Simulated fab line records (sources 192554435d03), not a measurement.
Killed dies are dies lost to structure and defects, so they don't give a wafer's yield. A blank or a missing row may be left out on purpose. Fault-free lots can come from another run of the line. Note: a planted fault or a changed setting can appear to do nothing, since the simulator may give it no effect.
fab line records | flow n5Finfet
[record] lots = 12 wafers = 36 lastDay = 18
route steps=1938 shown BEOL_M12@1622
lots untouched by any fault: they come from a run of this same line in which no faults occurred
startH: start of the lot's first displayed wafer, in hours after the record's first day | waitH: hours elapsed since this lot's preceding step | " unchanged from the row above | L1.1+2: a row that stands for several wafers | - either no value or no given start | * or withheld: withheld | < > ~ a bound
route shown NAME@n: NAME is a module with steps in the file, n the number in the route of the first one | usual: the fault-free wafers' mean and standard deviation | same: alike in all rows | chamber/n: place in a boat | sites: readings site by site | _std_site: how widely they spread, as a standard deviation | _edge_site: inner sites' mean taken away from outer sites' mean | radiusMm: how far each site lies from the wafer's centre | mask NAME#n: copy n | behind: the last tool/chamber to shape the wafer | hold: cause of the lot's hold/its duration in hours/its outcome | device: the transistor (n, p or np) that didn't switch | end of line: the tests these same wafers got at the end of their route | for a step that has no rows: nothing shown but its recipe | killed: at the first sort, the dies lost to defects and structure; wafer yield is something else | map: a wafer's dies, x killed, . not, _ none there
set.NAME: the setting that was run; set.NAME@STEP: the one run at that earlier step | model.NAME: the simulator's own value behind a step, which no gauge read
steps of the route over a sample of lots; a table a step, a row a wafer
services: when a tool's chamber went out of use (startH, in hours from the record's first day, below 0 if earlier), for how many hours, and the reason
[[steps]]
[step N5_BEOL_M12_CD_MEAS_17]
[recipe] targetCdNm = 140 polarity = opening
[usual] cdNm = 141.3/1.8
// columns lot.wafer tool chamber startH waitH cdNm
L942.3 cdSem-02 - 245.01 0.0 141.3
L942.4 " - " " 141.0
L942.6 " - " " 141.4
L941.3 cdSem-01 - 245.63 0.0 142.2
L941.4 " - " " 142.2
L941.5 " - " " 140.4
L948.1 cdSem-01 - 316.94 0.0 139.9
L948.2 " - " " 140.8
L948.6 " - " " 143.0
L951.2 cdSem-02 - 320.00 0.0 141.2
L951.4 " - " " 142.6
L951.5 " - " " 139.9
L950.3 cdSem-03 - 335.31 0.0 142.1
L950.5 " - " " 142.0
L950.6 " - " " 142.5
L955.4 cdSem-02 - 351.24 0.0 145.6
L955.5 " - " " 143.5
L955.6 " - " " 143.4
L957.1 cdSem-02 - 354.70 0.0 141.2
L957.2 " - " " 141.3
L957.3 " - " " 141.2
L960.1 cdSem-01 - 364.46 0.0 144.8
L960.4 " - " " 142.8
L960.6 " - " " 138.7
L956.1 cdSem-02 - 372.44 0.0 139.0
L956.3 " - " " 141.1
L956.5 " - " " 140.3
L962.2 cdSem-02 - 378.87 0.0 140.0
L962.4 " - " " 143.9
L962.6 " - " " 144.5
L959.2 cdSem-02 - 380.31 0.0 140.0
L959.5 " - " " 140.3
L959.6 " - " " 142.0
L958.3 cdSem-03 - 381.05 0.0 140.1
L958.5 " - " " 144.3
L958.6 " - " " 141.5
[step N5_BEOL_M12_OVL_MEAS_29]
[recipe] pointsPerWafer = 44
[usual] M12_OVL = 0/5.5
// columns lot.wafer tool chamber startH waitH M12_OVL[nm]
L942.3 overlay-01 0 245.37 0.0 6
L942.4 " 0 " " -7
L942.6 " 0 " " 2
L941.3 overlay-02 0 246.00 0.0 4
L941.4 " 0 " " 5
L941.5 " 0 " " 5
L948.1 overlay-01 0 317.42 0.0 -7
L948.2 " 0 " " -9
L948.6 " 0 " " -8
L951.2 overlay-01 0 320.48 0.0 2
L951.4 " 0 " " 13
L951.5 " 0 " " 10
L950.3 overlay-01 0 335.79 0.0 0
L950.5 " 0 " " 5
L950.6 " 0 " " 1
L955.4 overlay-01 0 351.72 0.0 -1
L955.5 " 0 " " 10
L955.6 " 0 " " 2
L957.1 overlay-01 0 355.06 0.0 2
L957.2 " 0 " " 4
L957.3 " 0 " " 1
L960.1 overlay-02 0 364.81 0.0 -3
L960.4 " 0 " " -3
L960.6 " 0 " " -6
L956.1 overlay-02 0 372.80 0.0 -2
L956.3 " 0 " " -5
L956.5 " 0 " " -6
L962.2 overlay-01 0 379.23 0.0 0
L962.4 " 0 " " -2
L962.6 " 0 " " 4
L959.2 overlay-02 0 380.79 0.0 9
L959.5 " 0 " " 6
L959.6 " 0 " " 3
L958.3 overlay-02 0 381.53 0.0 -3
L958.5 " 0 " " -3
L958.6 " 0 " " -7
[step N5_BEOL_M12_STRIP_37]
[recipe] chemistry = N2/H2 powerW = 1000 tempC = 250 h2Frac = 0.65 overashFraction = 0.3 pressureMtorr = withheld n2FlowSccm = 1750 h2FlowSccm = 3250
[usual] drypumpMotorCurrentA = 5.93/0.12 heaterPowerW = 285/34 oesProductAu = 0.789/0.0097
// columns lot.wafer tool chamber startH waitH drypumpMotorCurrentA heaterPowerW oesProductAu rfHoursCounterH
L942.3 plasmaAsher-01 0 246.00 0.1 6.09 345 0.789 -
L942.4 " 1 " " 5.93 332 0.788 -
L942.6 " 1 " " 5.92 326 0.764 -
L941.3 plasmaAsher-01 0 246.95 0.1 6.06 336 0.789 -
L941.4 " 1 " " 5.90 320 0.785 -
L941.5 " 0 " " 6.08 342 0.780 -
L948.1 plasmaAsher-02 0 318.10 0.0 6.03 251 0.791 79
L948.2 " 1 " " 5.80 279 0.794 79
L948.6 " 1 " " 5.79 279 0.771 -
L951.2 plasmaAsher-02 1 321.09 0.0 5.78 283 0.785 79
L951.4 " 0 " " 6.03 258 0.804 -
L951.5 " 0 " " 6.00 251 0.796 -
L950.3 plasmaAsher-01 1 336.42 0.1 5.91 331 0.797 -
L950.5 " 1 " " 5.91 318 0.782 -
L950.6 " 0 " " 6.10 336 0.780 -
L955.4 plasmaAsher-02 0 352.35 0.1 6.01 248 0.783 -
L955.5 " 1 " " 5.81 279 0.796 -
L955.6 " 0 " " 6.01 251 0.807 -
L957.1 plasmaAsher-01 0 355.70 0.0 6.10 336 0.793 148
L957.2 " 1 " " 5.90 329 0.785 148
L957.3 " 1 " " 5.92 326 0.799 -
L960.1 plasmaAsher-02 0 365.43 0.0 6.03 251 0.793 87
L960.4 " 0 " " 6.02 251 0.795 -
L960.6 " 1 " " 5.76 278 0.799 -
L956.1 plasmaAsher-02 0 373.86 0.0 6.03 253 0.795 89
L956.3 " 1 " " 5.77 281 0.797 -
L956.5 " 1 " " 5.75 277 0.778 -
L962.2 plasmaAsher-02 1 379.84 0.0 5.76 281 0.787 90
L962.4 " 0 " " 6.04 250 0.797 -
L962.6 " 0 " " 6.05 253 0.776 -
L959.2 plasmaAsher-02 0 381.41 0.0 6.04 249 0.789 90
L959.5 " 0 " " 6.01 246 0.817 -
L959.6 " 1 " " 5.77 281 0.805 -
L958.3 plasmaAsher-02 1 382.25 0.1 5.78 283 0.780 -
L958.5 " 1 " " 5.77 284 0.792 -
L958.6 " 0 " " 6.03 257 0.786 -
[step N5_BEOL_M12_ANNEAL_48]
[recipe] tempC = 225 timeS = 90 ambient = N2
[usual] annealTempC = 224.96/0.18 annealTempCMax = 226.06/0.26 wafer_temp_C_max = 225.88/0.22
// columns lot.wafer tool chamber startH waitH annealTempC annealTempCMax wafer_temp_C_max
L942.3 rtpAnneal-02 0 247.75 0.2 224.98 226.17 226.03
L942.4 " 0 " " 225.09 226.13 225.71
L942.6 " 0 " " 224.81 225.90 225.52
L941.3 rtpAnneal-01 0 248.47 0.2 224.95 225.92 225.79
L941.4 " 0 " " 224.95 225.91 225.54
L941.5 " 0 " " 225.06 225.99 226.05
L948.1 rtpAnneal-01 - 320.39 0.1 - - -
L948.2 " - " " - - -
L948.6 " - " " - - -
L951.2 rtpAnneal-02 - 323.55 0.1 - - -
L951.4 " - " " - - -
L951.5 " - " " - - -
L950.3 rtpAnneal-02 0 337.36 0.2 224.89 225.70 225.94
L950.5 " 0 " " 225.06 225.98 226.36
L950.6 " 0 " " 225.04 226.01 225.97
L955.4 rtpAnneal-02 0 353.78 0.6 224.88 226.41 225.49
L955.5 " 0 " " 225.07 226.21 225.98
L955.6 " 0 " " 225.00 226.15 225.51
L957.1 rtpAnneal-01 0 358.05 0.7 225.17 226.02 225.68
L957.2 " 0 " " 224.97 225.91 225.50
L957.3 " 0 " " 225.00 226.17 225.88
L960.1 rtpAnneal-02 0 367.44 0.1 224.63 225.69 225.65
L960.4 " 0 " " 225.05 226.28 225.87
L960.6 " 0 " " 224.80 225.61 225.83
L956.1 rtpAnneal-02 0 375.55 0.2 225.14 226.12 226.12
L956.3 " 0 " " 224.99 225.97 225.86
L956.5 " 0 " " 224.92 226.25 225.74
L962.2 rtpAnneal-01 0 382.58 0.1 224.93 226.16 225.88
L962.4 " 0 " " 224.87 225.83 225.64
L962.6 " 0 " " 224.98 225.94 225.43
L959.2 rtpAnneal-02 0 383.16 0.2 225.08 226.07 225.69
L959.5 " 0 " " 225.21 226.27 225.92
L959.6 " 0 " " 224.97 226.26 225.94
L958.3 rtpAnneal-01 0 383.72 0.2 224.94 226.12 226.00
L958.5 " 0 " " 224.62 225.58 226.03
L958.6 " 0 " " 225.00 226.10 226.37
[[services]]
// columns tool chamber startH hours kind
plasmaAsher-02 - 275.42 2.4 repair
rtpAnneal-01 - 323.25 10.9 pm
plasmaAsher-01 - 329.49 0.4 repair
[[key]]
[firstSign] step = N5_BEOL_M12_ANNEAL_48 reading = toolRecord direction = missing
effect none on later readings
metAt N5_BEOL_M12_ANNEAL_48
struckLots L948,L951
notActingAt N5_BEOL_M12_CD_MEAS_17,N5_BEOL_M12_OVL_MEAS_29,N5_BEOL_M12_STRIP_37
onsetBetween 248.47 320.39
[fault] kind = skippedStepWhole tool = rtpAnneal-01,rtpAnneal-02 chamber = - onsetH = 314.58 steps = N5_BEOL_M12_ANNEAL_48 scope = struckLotsOnly
